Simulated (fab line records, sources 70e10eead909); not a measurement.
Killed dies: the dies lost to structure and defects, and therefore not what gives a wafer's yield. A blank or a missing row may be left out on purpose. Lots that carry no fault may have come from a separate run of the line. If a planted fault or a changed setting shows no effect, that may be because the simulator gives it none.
Chamber matching || flow nand_harc || rie_diel-11 running NHARC_A_CONTACT_ETCH_97: 4 sister chambers
The step etches the open film in C4F6/O2, target depth 20 nm, time 10 s. 18 wafers are shown with their chamber, then 8 later ones without.

== WAFERS WITH THEIR CHAMBER ==
{"wafer": "L910.2", "chamber": 2, "showerhead_plenum_p_Torr (Torr)": 4.04, "rf_vpp_V (V)": 548.6, "drypump_motor_current_A (A)": 5.7}
{"wafer": "L910.4", "chamber": 3, "showerhead_plenum_p_Torr (Torr)": 4.22, "rf_vpp_V (V)": 553.6, "drypump_motor_current_A (A)": 5.8}
{"wafer": "L910.6", "chamber": 2, "showerhead_plenum_p_Torr (Torr)": 4.04, "rf_vpp_V (V)": 550.0, "drypump_motor_current_A (A)": 5.7}
{"wafer": "L912.5", "chamber": 3, "showerhead_plenum_p_Torr (Torr)": 4.22, "rf_vpp_V (V)": 551.3, "drypump_motor_current_A (A)": 5.8}
{"wafer": "L915.3", "chamber": 3, "showerhead_plenum_p_Torr (Torr)": 4.21, "rf_vpp_V (V)": 554.7, "drypump_motor_current_A (A)": 5.8}
{"wafer": "L915.5", "chamber": 0, "showerhead_plenum_p_Torr (Torr)": 4.01, "rf_vpp_V (V)": 549.1, "drypump_motor_current_A (A)": 5.6}
{"wafer": "L914.1", "chamber": 3, "showerhead_plenum_p_Torr (Torr)": 4.22, "rf_vpp_V (V)": 553.1, "drypump_motor_current_A (A)": 5.7}
{"wafer": "L914.5", "chamber": 2, "showerhead_plenum_p_Torr (Torr)": 4.03, "rf_vpp_V (V)": 549.3, "drypump_motor_current_A (A)": 5.7}
{"wafer": "L922.1", "chamber": 2, "showerhead_plenum_p_Torr (Torr)": 4.03, "rf_vpp_V (V)": 549.9, "drypump_motor_current_A (A)": 5.7}
{"wafer": "L922.3", "chamber": 1, "showerhead_plenum_p_Torr (Torr)": 4.21, "rf_vpp_V (V)": 551.4, "drypump_motor_current_A (A)": 5.8}
{"wafer": "L922.4", "chamber": 3, "showerhead_plenum_p_Torr (Torr)": 4.21, "rf_vpp_V (V)": 553.4, "drypump_motor_current_A (A)": 5.7}
{"wafer": "L923.2", "chamber": 2, "showerhead_plenum_p_Torr (Torr)": 4.02, "rf_vpp_V (V)": 548.6, "drypump_motor_current_A (A)": 5.7}
{"wafer": "L923.4", "chamber": 1, "showerhead_plenum_p_Torr (Torr)": 4.21, "rf_vpp_V (V)": 552.7, "drypump_motor_current_A (A)": 5.8}
{"wafer": "L923.5", "chamber": 0, "showerhead_plenum_p_Torr (Torr)": 4.00, "rf_vpp_V (V)": 547.9, "drypump_motor_current_A (A)": 5.5}
{"wafer": "L924.1", "chamber": 3, "showerhead_plenum_p_Torr (Torr)": 4.21, "rf_vpp_V (V)": 552.4, "drypump_motor_current_A (A)": 5.8}
{"wafer": "L924.3", "chamber": 1, "showerhead_plenum_p_Torr (Torr)": 4.21, "rf_vpp_V (V)": 552.0, "drypump_motor_current_A (A)": 5.8}
{"wafer": "L924.6", "chamber": 3, "showerhead_plenum_p_Torr (Torr)": 4.21, "rf_vpp_V (V)": 552.8, "drypump_motor_current_A (A)": 5.7}
{"wafer": "L928.1", "chamber": 1, "showerhead_plenum_p_Torr (Torr)": 4.20, "rf_vpp_V (V)": 553.9, "drypump_motor_current_A (A)": 5.7}

SIGNATURES (averages over the wafers above)
{"reading": "showerhead_plenum_p_Torr", "chamber 0": 4.0050, "chamber 1": 4.2075, "chamber 2": 4.0320, "chamber 3": 4.2143, "scatter within a chamber": 0.00642}
{"reading": "rf_vpp_V", "chamber 0": 548.500, "chamber 1": 552.500, "chamber 2": 549.280, "chamber 3": 553.043, "scatter within a chamber": 0.953}
{"reading": "drypump_motor_current_A", "chamber 0": 5.550, "chamber 1": 5.775, "chamber 2": 5.700, "chamber 3": 5.757, "scatter within a chamber": 0.046}
Rule: a wafer lies at a distance from a chamber equal to the root of the sum of squares, over the readings, of (its reading less the chamber's mean, divided by the reading's scatter). The wafer belongs to the nearest chamber; if the next one is less than 2 further off, it can't be placed. The scatter: the root of (the sum of the squares of (reading less its chamber's mean) over the shown wafers, divided by (wafers less chambers)).

== WAFERS WHOSE CHAMBER IS MISSING ==
{"wafer": "L928.3", "showerhead_plenum_p_Torr (Torr)": 4.20, "rf_vpp_V (V)": 551.7, "drypump_motor_current_A (A)": 5.8}
{"wafer": "L928.5", "showerhead_plenum_p_Torr (Torr)": 4.00, "rf_vpp_V (V)": 547.2, "drypump_motor_current_A (A)": 5.5}
{"wafer": "L929.2", "showerhead_plenum_p_Torr (Torr)": 4.02, "rf_vpp_V (V)": 548.3, "drypump_motor_current_A (A)": 5.7}
{"wafer": "L929.4", "showerhead_plenum_p_Torr (Torr)": 4.20, "rf_vpp_V (V)": 550.6, "drypump_motor_current_A (A)": 5.8}
{"wafer": "L929.6", "showerhead_plenum_p_Torr (Torr)": 4.00, "rf_vpp_V (V)": 549.4, "drypump_motor_current_A (A)": 5.5}
{"wafer": "L930.2", "showerhead_plenum_p_Torr (Torr)": 4.02, "rf_vpp_V (V)": 548.7, "drypump_motor_current_A (A)": 5.7}
{"wafer": "L930.4", "showerhead_plenum_p_Torr (Torr)": 4.20, "rf_vpp_V (V)": 552.9, "drypump_motor_current_A (A)": 5.8}
{"wafer": "L930.5", "showerhead_plenum_p_Torr (Torr)": 3.99, "rf_vpp_V (V)": 547.6, "drypump_motor_current_A (A)": 5.5}

== WHICH CHAMBER EACH WENT THROUGH ==
{"wafer": "L928.3", "from the rows above": "can't be placed: 1 or 3", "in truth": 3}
{"wafer": "L928.5", "from the rows above": 0, "in truth": 0}
{"wafer": "L929.2", "from the rows above": "can't be placed: 2 or 0", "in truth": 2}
{"wafer": "L929.4", "from the rows above": "can't be placed: 1 or 3", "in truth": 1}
{"wafer": "L929.6", "from the rows above": 0, "in truth": 0}
{"wafer": "L930.2", "from the rows above": 2, "in truth": 2}
{"wafer": "L930.4", "from the rows above": "can't be placed: 1 or 3", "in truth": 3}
{"wafer": "L930.5", "from the rows above": 0, "in truth": 0}
Correctly placed: 4 of 8. From these rows, 4 cannot be placed; in 4 the true chamber is one of the candidates. Wrongly placed: 0.
